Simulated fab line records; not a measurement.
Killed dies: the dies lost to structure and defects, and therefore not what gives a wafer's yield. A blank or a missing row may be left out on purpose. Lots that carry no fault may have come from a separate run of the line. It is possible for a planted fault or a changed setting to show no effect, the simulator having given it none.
Which tool is to blame? / flow nand-harc / 11 lots, 33 wafers sampled, at 5 steps of a route of 1302

== WHAT THE GAUGES READ, wafer by wafer ==
NHARC_END_SORT_01. Usual: killed-at-array 63, standard deviation 18; killed-at-other 1.1, standard deviation 1.3; killed-at-periphery 4.3, standard deviation 2.8; killed-dies 68, standard deviation 18; killed-open 3.3, standard deviation 2; killed-short 2.4, standard deviation 1.6.
lot=L343; measured=day 31 08:58; on=prober-01; killed-at-array=20 17 651; killed-at-other=1 0 1; killed-at-periphery=6 7 7; killed-dies=27 24 659; killed-open=2 5 2; killed-short=5 2 4; flag=OFF

== EACH LOT AND THE TOOL THAT RAN IT (in order: tool; ch and the chambers of the sampled wafers; start) ==
lot=L334; NHARC_A_STAIRCASE_STRIP_475=rie-diel-04 ch 0,2,3, day 18 18:18 or earlier; NHARC_A_SGD_CUT_DESCUM_14=rie-diel-08 ch 1,2,3, day 18 18:18; NHARC_A_SGD_CUT_ETCH_16=rie-diel-08 ch 0,1,2, day 18 18:53; NHARC_A_SGD_CUT_ETCHBACK_24=rie-diel-09 ch 0,1,2, day 19 00:11
lot=L335; NHARC_A_STAIRCASE_STRIP_475=rie-diel-10 ch 1,3, day 19 18:55; NHARC_A_SGD_CUT_DESCUM_14=rie-diel-05 ch 0,1, day 19 20:36; NHARC_A_SGD_CUT_ETCH_16=rie-diel-05 ch 0,3, day 19 21:10; NHARC_A_SGD_CUT_ETCHBACK_24=rie-diel-05 ch 0,1, day 20 05:04
lot=L337; NHARC_A_STAIRCASE_STRIP_475=rie-diel-03 ch 2,3, day 20 15:57 or earlier; NHARC_A_SGD_CUT_DESCUM_14=rie-diel-08 ch 1,3, day 20 15:57; NHARC_A_SGD_CUT_ETCH_16=rie-diel-08 ch 0,1,2, day 20 16:32; NHARC_A_SGD_CUT_ETCHBACK_24=rie-diel-08 ch 0,2, day 20 19:41
lot=L343; NHARC_A_STAIRCASE_STRIP_475=rie-diel-10 ch 1,2,3, day 23 13:39 or earlier; NHARC_A_SGD_CUT_DESCUM_14=rie-diel-08 ch 0,1,3, day 23 13:39; NHARC_A_SGD_CUT_ETCH_16=rie-diel-08 ch 1,2,3, day 23 14:13; NHARC_A_SGD_CUT_ETCHBACK_24=rie-diel-05 ch 1,2,3, day 23 20:00
lot=L347; NHARC_A_STAIRCASE_STRIP_475=rie-diel-04 ch 1,2,3, day 24 04:05 or earlier; NHARC_A_SGD_CUT_DESCUM_14=rie-diel-05 ch 0,1,3, day 24 04:05; NHARC_A_SGD_CUT_ETCH_16=rie-diel-05 ch 0,1,2, day 24 04:39; NHARC_A_SGD_CUT_ETCHBACK_24=rie-diel-09 ch 0,1,2, day 24 10:19
lot=L348; NHARC_A_STAIRCASE_STRIP_475=rie-diel-04 ch 2,3, day 25 17:34 or earlier; NHARC_A_SGD_CUT_DESCUM_14=rie-diel-09 ch 2,3, day 25 17:34; NHARC_A_SGD_CUT_ETCH_16=rie-diel-09 ch 0,1, day 25 18:08; NHARC_A_SGD_CUT_ETCHBACK_24=rie-diel-08 ch 0,3, day 25 21:08
lot=L352; NHARC_A_STAIRCASE_STRIP_475=rie-diel-10 ch 0,1,2, day 26 16:31 or earlier; NHARC_A_SGD_CUT_DESCUM_14=rie-diel-05 ch 1,2, day 26 16:31; NHARC_A_SGD_CUT_ETCH_16=rie-diel-05 ch 2,3, day 26 17:35; NHARC_A_SGD_CUT_ETCHBACK_24=rie-diel-05 ch 2,3, day 26 23:38
lot=L354; NHARC_A_STAIRCASE_STRIP_475=rie-diel-10 ch 0,1,2, day 27 11:36 or earlier; NHARC_A_SGD_CUT_DESCUM_14=rie-diel-05 ch 1,2,3, day 27 11:36; NHARC_A_SGD_CUT_ETCH_16=rie-diel-05 ch 0,2,3, day 27 12:10; NHARC_A_SGD_CUT_ETCHBACK_24=rie-diel-08 ch 0,1,3, day 27 17:50
lot=L355; NHARC_A_STAIRCASE_STRIP_475=rie-diel-03 ch 0,2,3, day 27 13:01 or earlier; NHARC_A_SGD_CUT_DESCUM_14=rie-diel-08 ch 1,2,3, day 27 13:01; NHARC_A_SGD_CUT_ETCH_16=rie-diel-08 ch 1,2, day 27 13:35; NHARC_A_SGD_CUT_ETCHBACK_24=rie-diel-09 ch 0,1,2, day 27 17:52
lot=L356; NHARC_A_STAIRCASE_STRIP_475=rie-diel-03 ch 2,3, day 28 20:02 or earlier; NHARC_A_SGD_CUT_DESCUM_14=rie-diel-05 ch 0,3, day 28 20:02; NHARC_A_SGD_CUT_ETCH_16=rie-diel-05 ch 1,2,3, day 28 20:38; NHARC_A_SGD_CUT_ETCHBACK_24=rie-diel-05 ch 2,3, day 29 02:25
lot=L357; NHARC_A_STAIRCASE_STRIP_475=rie-diel-10 ch 0,1,2, day 29 14:42 or earlier; NHARC_A_SGD_CUT_DESCUM_14=rie-diel-08 ch 0,2,3, day 29 14:42; NHARC_A_SGD_CUT_ETCH_16=rie-diel-08 ch 0,1,2, day 29 15:17; NHARC_A_SGD_CUT_ETCHBACK_24=rie-diel-05 ch 1,2,3, day 29 20:52
- NHARC_A_STAIRCASE_STRIP_475: strips in O2, time 20 s.
- NHARC_A_SGD_CUT_DESCUM_14: chemistry O2, time 3 s.
- NHARC_A_SGD_CUT_ETCH_16: etches the open film in C4F8/O2/Ar, target depth 310.5 nm, time 155.2 s.
- NHARC_A_SGD_CUT_ETCHBACK_24: etches the open film in CH3F/O2, target depth 50 nm, time 92.857 s.

== AS READ BY THE TOOLS THEMSELVES (means over the sampled wafers that have a number; for cases with no such wafer, the mark the record gives instead) ==
NHARC_A_STAIRCASE_STRIP_475. Usual: drypump-motor-current-A 5.9 A, standard deviation 0.46; mfc-ar-sccm 0.004 sccm, standard deviation 0.0077; oes-product-au 1.000 a.u., standard deviation 0.0077; rf-vpp-V 57.8 V, standard deviation 0.95; showerhead-plenum-p-Torr 3.54 Torr, standard deviation 0.15; throttle-valve-pct 17.036 %, standard deviation 0.0089.
lot=L334; tool=rie-diel-04; drypump-motor-current-A (A)=5.7; mfc-ar-sccm (sccm)=0.014; oes-product-au (a.u.)=1.008; rf-vpp-V (V)=58.0; showerhead-plenum-p-Torr (Torr)=3.38; throttle-valve-pct (%)=17.032; flag=
lot=L335; tool=rie-diel-10; drypump-motor-current-A (A)=5.7; mfc-ar-sccm (sccm)=0.000; oes-product-au (a.u.)=1.003; rf-vpp-V (V)=57.9; showerhead-plenum-p-Torr (Torr)=3.67; throttle-valve-pct (%)=17.034; flag=
lot=L337; tool=rie-diel-03; drypump-motor-current-A (A)=6.4; mfc-ar-sccm (sccm)=0.003; oes-product-au (a.u.)=1.000; rf-vpp-V (V)=58.8; showerhead-plenum-p-Torr (Torr)=3.61; throttle-valve-pct (%)=17.045; flag=
lot=L343; tool=rie-diel-10; drypump-motor-current-A (A)=5.9; mfc-ar-sccm (sccm)=0.004; oes-product-au (a.u.)=0.989; rf-vpp-V (V)=58.6; showerhead-plenum-p-Torr (Torr)=3.54; throttle-valve-pct (%)=17.034; flag=
lot=L347; tool=rie-diel-04; drypump-motor-current-A (A)=6.0; mfc-ar-sccm (sccm)=0.013; oes-product-au (a.u.)=0.996; rf-vpp-V (V)=57.2; showerhead-plenum-p-Torr (Torr)=3.38; throttle-valve-pct (%)=17.040; flag=
lot=L348; tool=rie-diel-04; drypump-motor-current-A (A)=5.8; mfc-ar-sccm (sccm)=0.011; oes-product-au (a.u.)=0.995; rf-vpp-V (V)=57.3; showerhead-plenum-p-Torr (Torr)=3.31; throttle-valve-pct (%)=17.034; flag=
lot=L352; tool=rie-diel-10; drypump-motor-current-A (A)=6.0; mfc-ar-sccm (sccm)=0.004; oes-product-au (a.u.)=1.004; rf-vpp-V (V)=57.8; showerhead-plenum-p-Torr (Torr)=3.52; throttle-valve-pct (%)=17.033; flag=
lot=L354; tool=rie-diel-10; drypump-motor-current-A (A)=6.1; mfc-ar-sccm (sccm)=0.004; oes-product-au (a.u.)=1.001; rf-vpp-V (V)=57.8; showerhead-plenum-p-Torr (Torr)=3.52; throttle-valve-pct (%)=17.030; flag=
lot=L355; tool=rie-diel-03; drypump-motor-current-A (A)=6.4; mfc-ar-sccm (sccm)=0.001; oes-product-au (a.u.)=0.999; rf-vpp-V (V)=58.7; showerhead-plenum-p-Torr (Torr)=3.63; throttle-valve-pct (%)=17.037; flag=
lot=L356; tool=rie-diel-03; drypump-motor-current-A (A)=6.6; mfc-ar-sccm (sccm)=0.001; oes-product-au (a.u.)=1.002; rf-vpp-V (V)=58.1; showerhead-plenum-p-Torr (Torr)=3.58; throttle-valve-pct (%)=17.030; flag=
lot=L357; tool=rie-diel-10; drypump-motor-current-A (A)=6.0; mfc-ar-sccm (sccm)=0.004; oes-product-au (a.u.)=1.007; rf-vpp-V (V)=58.0; showerhead-plenum-p-Torr (Torr)=3.51; throttle-valve-pct (%)=17.035; flag=

NHARC_A_SGD_CUT_DESCUM_14. Usual: drypump-motor-current-A 5.5 A, standard deviation 0.31; mfc-ar-sccm 0.011 sccm, standard deviation 0.012; oes-product-au 0.998 a.u., standard deviation 0.0082; rf-vpp-V 57.6 V, standard deviation 0.99; showerhead-plenum-p-Torr 1.87 Torr, standard deviation 0.091; throttle-valve-pct 11.311 %, standard deviation 0.0084.
lot=L334; tool=rie-diel-08; drypump-motor-current-A (A)=5.5; mfc-ar-sccm (sccm)=0.011; oes-product-au (a.u.)=1.005; rf-vpp-V (V)=57.8; showerhead-plenum-p-Torr (Torr)=1.93; throttle-valve-pct (%)=11.314; flag=
lot=L335; tool=rie-diel-05; drypump-motor-current-A (A)=5.1; mfc-ar-sccm (sccm)=0.004; oes-product-au (a.u.)=0.994; rf-vpp-V (V)=57.5; showerhead-plenum-p-Torr (Torr)=1.96; throttle-valve-pct (%)=11.318; flag=
lot=L337; tool=rie-diel-08; drypump-motor-current-A (A)=5.7; mfc-ar-sccm (sccm)=0.017; oes-product-au (a.u.)=1.009; rf-vpp-V (V)=57.6; showerhead-plenum-p-Torr (Torr)=1.95; throttle-valve-pct (%)=11.317; flag=
lot=L343; tool=rie-diel-08; drypump-motor-current-A (A)=5.6; mfc-ar-sccm (sccm)=0.011; oes-product-au (a.u.)=1.002; rf-vpp-V (V)=57.9; showerhead-plenum-p-Torr (Torr)=1.87; throttle-valve-pct (%)=11.301; flag=
lot=L347; tool=rie-diel-05; drypump-motor-current-A (A)=5.2; mfc-ar-sccm (sccm)=0.004; oes-product-au (a.u.)=1.005; rf-vpp-V (V)=58.9; showerhead-plenum-p-Torr (Torr)=1.90; throttle-valve-pct (%)=11.315; flag=
lot=L348; tool=rie-diel-09; drypump-motor-current-A (A)=5.8; mfc-ar-sccm (sccm)=0.025; oes-product-au (a.u.)=0.993; rf-vpp-V (V)=57.0; showerhead-plenum-p-Torr (Torr)=1.79; throttle-valve-pct (%)=11.309; flag=
lot=L352; tool=rie-diel-05; drypump-motor-current-A (A)=5.3; mfc-ar-sccm (sccm)=0.009; oes-product-au (a.u.)=0.999; rf-vpp-V (V)=56.8; showerhead-plenum-p-Torr (Torr)=1.84; throttle-valve-pct (%)=11.306; flag=
lot=L354; tool=rie-diel-05; drypump-motor-current-A (A)=5.3; mfc-ar-sccm (sccm)=0.004; oes-product-au (a.u.)=0.996; rf-vpp-V (V)=57.6; showerhead-plenum-p-Torr (Torr)=1.87; throttle-valve-pct (%)=11.311; flag=
lot=L355; tool=rie-diel-08; drypump-motor-current-A (A)=5.5; mfc-ar-sccm (sccm)=0.011; oes-product-au (a.u.)=1.006; rf-vpp-V (V)=57.3; showerhead-plenum-p-Torr (Torr)=1.92; throttle-valve-pct (%)=11.307; flag=
lot=L356; tool=rie-diel-05; drypump-motor-current-A (A)=5.1; mfc-ar-sccm (sccm)=0.000; oes-product-au (a.u.)=0.996; rf-vpp-V (V)=59.5; showerhead-plenum-p-Torr (Torr)=1.99; throttle-valve-pct (%)=11.311; flag=
lot=L357; tool=rie-diel-08; drypump-motor-current-A (A)=5.3; mfc-ar-sccm (sccm)=0.006; oes-product-au (a.u.)=0.998; rf-vpp-V (V)=58.2; showerhead-plenum-p-Torr (Torr)=1.92; throttle-valve-pct (%)=11.312; flag=

NHARC_A_SGD_CUT_ETCH_16. Usual: oes-product-au 0.967 a.u., standard deviation 0.016; rf-vpp-V 721 V, standard deviation 4.7; run-length-s 176.7 s, standard deviation 0.42.
lot=L334; tool=rie-diel-08; oes-product-au (a.u.)=0.951; rf-vpp-V (V)=720; run-length-s (s)=176.3; flag=
lot=L335; tool=rie-diel-05; oes-product-au (a.u.)=0.986; rf-vpp-V (V)=725; run-length-s (s)=176.7; flag=
lot=L337; tool=rie-diel-08; oes-product-au (a.u.)=0.983; rf-vpp-V (V)=721; run-length-s (s)=176.5; flag=
lot=L343; tool=rie-diel-08; oes-product-au (a.u.)=0.971; rf-vpp-V (V)=723; run-length-s (s)=171.6; flag=OFF
lot=L347; tool=rie-diel-05; oes-product-au (a.u.)=0.979; rf-vpp-V (V)=724; run-length-s (s)=176.5; flag=
lot=L348; tool=rie-diel-09; oes-product-au (a.u.)=0.980; rf-vpp-V (V)=721; run-length-s (s)=176.9; flag=
lot=L352; tool=rie-diel-05; oes-product-au (a.u.)=0.941; rf-vpp-V (V)=723; run-length-s (s)=177.0; flag=
lot=L354; tool=rie-diel-05; oes-product-au (a.u.)=0.962; rf-vpp-V (V)=725; run-length-s (s)=176.4; flag=
lot=L355; tool=rie-diel-08; oes-product-au (a.u.)=0.989; rf-vpp-V (V)=720; run-length-s (s)=176.6; flag=
lot=L356; tool=rie-diel-05; oes-product-au (a.u.)=0.940; rf-vpp-V (V)=720; run-length-s (s)=177.0; flag=
lot=L357; tool=rie-diel-08; oes-product-au (a.u.)=0.983; rf-vpp-V (V)=721; run-length-s (s)=176.7; flag=

NHARC_A_SGD_CUT_ETCHBACK_24. Usual: drypump-motor-current-A 5.4 A, standard deviation 0.3; mfc-ar-sccm 200.1 sccm, standard deviation 0.66; oes-product-au 0.96 a.u., standard deviation 0.036; rf-vpp-V 243.9 V, standard deviation 1.8; showerhead-plenum-p-Torr 2.43 Torr, standard deviation 0.11; throttle-valve-pct 20.663 %, standard deviation 0.0096.
lot=L334; tool=rie-diel-09; drypump-motor-current-A (A)=5.6; mfc-ar-sccm (sccm)=199.8; oes-product-au (a.u.)=0.97; rf-vpp-V (V)=243.0; showerhead-plenum-p-Torr (Torr)=2.36; throttle-valve-pct (%)=20.648; flag=
lot=L335; tool=rie-diel-05; drypump-motor-current-A (A)=5.0; mfc-ar-sccm (sccm)=200.8; oes-product-au (a.u.)=0.93; rf-vpp-V (V)=244.8; showerhead-plenum-p-Torr (Torr)=2.52; throttle-valve-pct (%)=20.662; flag=
lot=L337; tool=rie-diel-08; drypump-motor-current-A (A)=5.3; mfc-ar-sccm (sccm)=200.6; oes-product-au (a.u.)=0.92; rf-vpp-V (V)=243.5; showerhead-plenum-p-Torr (Torr)=2.38; throttle-valve-pct (%)=20.665; flag=
lot=L343; tool=rie-diel-05; drypump-motor-current-A (A)=5.4; mfc-ar-sccm (sccm)=199.9; oes-product-au (a.u.)=1.00; rf-vpp-V (V)=245.1; showerhead-plenum-p-Torr (Torr)=2.40; throttle-valve-pct (%)=20.661; flag=
lot=L347; tool=rie-diel-09; drypump-motor-current-A (A)=5.5; mfc-ar-sccm (sccm)=200.5; oes-product-au (a.u.)=0.99; rf-vpp-V (V)=242.5; showerhead-plenum-p-Torr (Torr)=2.36; throttle-valve-pct (%)=20.659; flag=
lot=L348; tool=rie-diel-08; drypump-motor-current-A (A)=5.5; mfc-ar-sccm (sccm)=200.5; oes-product-au (a.u.)=1.01; rf-vpp-V (V)=243.3; showerhead-plenum-p-Torr (Torr)=2.40; throttle-valve-pct (%)=20.669; flag=
lot=L352; tool=rie-diel-05; drypump-motor-current-A (A)=5.5; mfc-ar-sccm (sccm)=199.5; oes-product-au (a.u.)=0.93; rf-vpp-V (V)=243.8; showerhead-plenum-p-Torr (Torr)=2.43; throttle-valve-pct (%)=20.660; flag=
lot=L354; tool=rie-diel-08; drypump-motor-current-A (A)=5.6; mfc-ar-sccm (sccm)=200.8; oes-product-au (a.u.)=1.00; rf-vpp-V (V)=243.7; showerhead-plenum-p-Torr (Torr)=2.41; throttle-valve-pct (%)=20.665; flag=
lot=L355; tool=rie-diel-09; drypump-motor-current-A (A)=5.5; mfc-ar-sccm (sccm)=199.8; oes-product-au (a.u.)=0.99; rf-vpp-V (V)=242.5; showerhead-plenum-p-Torr (Torr)=2.36; throttle-valve-pct (%)=20.666; flag=
lot=L356; tool=rie-diel-05; drypump-motor-current-A (A)=5.5; mfc-ar-sccm (sccm)=199.8; oes-product-au (a.u.)=0.92; rf-vpp-V (V)=243.2; showerhead-plenum-p-Torr (Torr)=2.43; throttle-valve-pct (%)=20.661; flag=
lot=L357; tool=rie-diel-05; drypump-motor-current-A (A)=5.4; mfc-ar-sccm (sccm)=200.0; oes-product-au (a.u.)=0.95; rf-vpp-V (V)=242.8; showerhead-plenum-p-Torr (Torr)=2.40; throttle-valve-pct (%)=20.660; flag=

== THE ANSWER, worked out from the rows above alone ==
Rule: a lot counts as off when the mean over its wafers that have a number is more than 3 standard deviations away from the usual mean. A lot without any number at a reading at which 4 lots or more have one is off too. The other lots that the step has rows for count as sound. Order of review: gauges by route order, followed by the tools' own readings, for which a lot's mean as printed above is used. At the first step where some lot is off, the reading lying furthest off is the one used; lots without a number count as furthest.
Off at NHARC_END_SORT_01 (killed-dies): L343. Neither off nor sound, because the step has no rows for them: L334, L335, L337, L347, L348, L352, L354, L355, L356, L357.
A tool fits if, at a process step before that reading, it ran every lot that is off, and no sound lot after the first of them. The gauges at NHARC_END_SORT_01 aren't tried: what is off there is off at NHARC_A_SGD_CUT_ETCH_16 too, on other tools, and a gauge's error can't cause that. With no start given for some of its lots, NHARC_A_STAIRCASE_STRIP_475 uses the hours and lot order of NHARC_A_SGD_CUT_DESCUM_14. Can't be told from this: 3 tools fit, rie-diel-10 at NHARC_A_STAIRCASE_STRIP_475, rie-diel-08 at NHARC_A_SGD_CUT_DESCUM_14 and NHARC_A_SGD_CUT_ETCH_16, rie-diel-05 at NHARC_A_SGD_CUT_ETCHBACK_24.

== WHAT THE SIMULATOR HAD PUT IN ==
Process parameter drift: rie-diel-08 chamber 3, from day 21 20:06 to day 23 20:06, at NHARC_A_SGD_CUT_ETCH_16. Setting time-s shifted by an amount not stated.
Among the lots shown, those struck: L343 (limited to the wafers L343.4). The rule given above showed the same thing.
